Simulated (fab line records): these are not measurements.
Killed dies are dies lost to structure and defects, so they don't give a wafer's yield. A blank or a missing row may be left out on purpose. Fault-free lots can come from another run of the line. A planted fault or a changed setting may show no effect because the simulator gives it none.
Which tool is to blame? -- flow nand_harc -- 13 lots with 39 wafers sampled at 6 steps, on a route of 1159 steps

== WHAT EACH GAUGE READ, for each wafer ==
NHARC_P_ZERO_WELL_CD_MEAS_11: the cd target is 500 nm.
lot,measured,on,cd_nm (nm)
L458,day 1 13:22,cd_sem-01,499.5 498.2 499.7
L459,day 1 19:19,cd_sem-02,498.7 496.9 499.0
L460,day 2 01:14,cd_sem-03,497.8 502.0 500.3
L463,day 2 19:07,cd_sem-03,501.9 497.3 501.3
L465,day 3 07:07,cd_sem-03,502.8 498.7 498.7
L466,day 3 13:07,cd_sem-03,501.0 501.1 502.2
L467,day 3 19:15,cd_sem-01,503.2 501.6 500.8
L468,day 4 01:07,cd_sem-03,498.7 499.4 499.0
L475,day 5 19:16,cd_sem-01,497.7 500.6 503.8
L476,day 6 01:14,cd_sem-02,495.6 500.9 498.6
L479,day 6 19:15,cd_sem-03,503.4 500.1 499.8
L480,day 7 01:15,cd_sem-03,496.9 499.2 499.2
L481,day 7 07:07,cd_sem-03,498.2 498.5 500.1

NHARC_P_STI_INSPECT_11.
lot,measured,on,raw_defect_count
L458,day 2 13:14,defect_inspect-01,4 5 9
L459,day 2 20:01,defect_inspect-02,5 8 3
L460,day 2 20:04,defect_inspect-01,4 5 6
L463,day 3 18:13,defect_inspect-01,5 8 8
L465,day 4 05:00,defect_inspect-01,4 3 3
L466,day 4 11:29,defect_inspect-02,770 723 759
L467,day 4 18:34,defect_inspect-01,812 731 713
L468,day 4 23:28,defect_inspect-01,4 8 5
L475,day 6 17:07,defect_inspect-02,3 2 3
L476,day 7 01:16,defect_inspect-02,4 5 3
L479,day 7 20:15,defect_inspect-01,6 2 5
L480,day 7 20:25,defect_inspect-02,5 3 7
L481,day 8 04:56,defect_inspect-01,8 6 11

NHARC_P_GATE_CD_MEAS_26: the cd target is 120 nm.
lot,measured,on,cd_nm (nm)
L458,day 4 17:23,cd_sem-02,119.1 119.0 119.4
L459,day 5 01:49,cd_sem-02,120.7 119.8 120.3
L460,day 5 02:25,cd_sem-01,121.2 119.7 119.9
L463,day 6 08:13,cd_sem-02,119.2 119.1 118.8
L465,day 6 07:46,cd_sem-03,119.7 120.1 119.6
L466,day 6 17:37,cd_sem-03,119.8 119.7 119.9
L467,day 6 21:50,cd_sem-01,120.1 119.8 120.5
L468,day 6 22:05,cd_sem-02,120.9 120.8 120.6
L475,day 9 00:15,cd_sem-02,119.7 120.4 119.7
L476,day 9 07:14,cd_sem-01,120.1 120.4 120.1
L479,day 10 01:05,cd_sem-01,120.1 119.5 119.9
L480,day 10 01:15,cd_sem-03,119.7 119.7 120.6
L481,day 10 12:13,cd_sem-03,120.7 119.9 120.7

NHARC_END_SORT_01.
lot,measured,on,killed_at_array,killed_at_other,killed_at_periphery,killed_dies,killed_open,killed_short
L460,day 20 09:56,prober-02,25 30 28,0 0 0,5 3 4,30 33 32,3 2 6,1 2 1
L466,day 21 15:23,prober-02,7 9 12,0 1 0,457 411 448,464 421 460,2 1 3,0 1 4
L467,day 21 23:04,prober-01,8 19 17,0 0 0,477 434 431,485 453 448,0 2 2,1 0 1
L479,day 25 08:16,prober-01,14 26 15,0 2 0,6 4 3,20 32 18,4 4 5,0 2 0

== TOOL THAT RAN EACH LOT (tool first, then ch and the chambers of the sampled wafers, then the start) ==
lot,NHARC_P_ZERO_WELL_DESCUM_13,NHARC_P_STI_OXIDE_29
L458,"rie_diel-08 ch 2,3, day 1 13:31","furnace-03 ch 0, day 2 01:41"
L459,"rie_diel-01 ch 0,1,3, day 1 19:30","furnace-06 ch 0, day 2 08:29"
L460,"rie_diel-04 ch 0,3, day 2 01:24","furnace-06 ch 0, day 2 08:29"
L463,"rie_diel-04 ch 1,2,3, day 2 19:16","furnace-03 ch 0, day 3 06:43"
L465,"rie_diel-08 ch 0,1,3, day 3 07:17","furnace-03 ch 0, day 3 17:28"
L466,"rie_diel-04 ch 1,2,3, day 3 13:17","furnace-05 ch 0, day 4 00:01"
L467,"rie_diel-04 ch 2,3, day 3 19:25","furnace-05 ch 0, day 4 07:11"
L468,"rie_diel-01 ch 1,2, day 4 01:16","furnace-06 ch 0, day 4 11:55"
L475,"rie_diel-01 ch 0,3, day 5 19:25","furnace-06 ch 0, day 6 05:40"
L476,"rie_diel-01 ch 0,2, day 6 01:24","furnace-06 ch 0, day 6 13:46"
L479,"rie_diel-04 ch 0,1,3, day 6 19:25","furnace-05 ch 0, day 7 08:55"
L480,"rie_diel-08 ch 0,1,3, day 7 01:25","furnace-05 ch 0, day 7 08:55"
L481,"rie_diel-08 ch 1,2,3, day 7 07:18","furnace-05 ch 0, day 7 17:25"
- NHARC_P_ZERO_WELL_DESCUM_13: chemistry O2, time 3 s.
- NHARC_P_STI_OXIDE_29: material SiO2, target thk 10 nm, ox time 1362 s.

== WHAT THE TOOLS THEMSELVES READ (means of the sampled wafers that have a number; where no wafer has one, the mark that the record gives instead) ==
NHARC_P_ZERO_WELL_DESCUM_13.
lot,tool,drypump_motor_current_A (A),o2_flow_sccm (sccm),oes_product_au (a.u.),rf_vpp_V (V),showerhead_plenum_p_Torr (Torr),throttle_valve_pct (%)
L458,rie_diel-08,5.6,199.6,0.989,57.8,1.91,11.312
L459,rie_diel-01,5.5,200.2,1.003,57.6,2.00,11.314
L460,rie_diel-04,5.7,200.4,1.016,57.0,1.88,11.314
L463,rie_diel-04,5.5,199.8,1.002,58.1,1.93,11.316
L465,rie_diel-08,5.7,199.8,0.998,58.1,2.01,11.310
L466,rie_diel-04,5.5,199.7,1.003,58.7,1.93,11.318
L467,rie_diel-04,5.8,199.6,0.997,57.4,1.89,11.325
L468,rie_diel-01,5.8,200.1,0.988,58.7,2.02,11.305
L475,rie_diel-01,5.3,199.9,0.998,58.2,2.00,11.313
L476,rie_diel-01,5.7,200.4,1.000,57.3,1.98,11.309
L479,rie_diel-04,5.4,199.6,0.996,57.5,1.93,11.315
L480,rie_diel-08,5.7,199.7,0.999,58.3,2.00,11.305
L481,rie_diel-08,5.6,200.0,0.991,58.6,1.93,11.319

== THE ANSWER, worked out from the rows above alone ==
Rule: the lots themselves supply what counts as usual. Put in order of their means at a reading, lots are off if they are a third of the lots or fewer, leave a main group of 4 or more, and stand apart from it by a gap of 3 or more times the standard deviation of the main group's means; of several such gaps the widest counts. The tables above print the reading to a certain number of digits; a main group whose means all agree to those digits is not used. Also off: a lot with no number at a reading for which 4 or more lots have one. The other lots that the step has rows for count as sound. After the gauges, taken in route order, come the tools' own readings; for these a lot's mean is taken, as printed above. The first step at which some lot is off is used, and at that step the reading that is off furthest; a lot without a number counts as furthest.
Off: L466, L467, at NHARC_P_STI_INSPECT_11 (raw_defect_count). The main group: mean 5.2, standard deviation 1.5.
A tool fits if, at a process step before that reading, it ran every lot that is off, and no sound lot after the first of them. Those tools and the gauges at NHARC_P_STI_INSPECT_11 are tried in the same way. Of those tried, none fits.

== WHAT THE SIMULATOR HAD INSERTED ==
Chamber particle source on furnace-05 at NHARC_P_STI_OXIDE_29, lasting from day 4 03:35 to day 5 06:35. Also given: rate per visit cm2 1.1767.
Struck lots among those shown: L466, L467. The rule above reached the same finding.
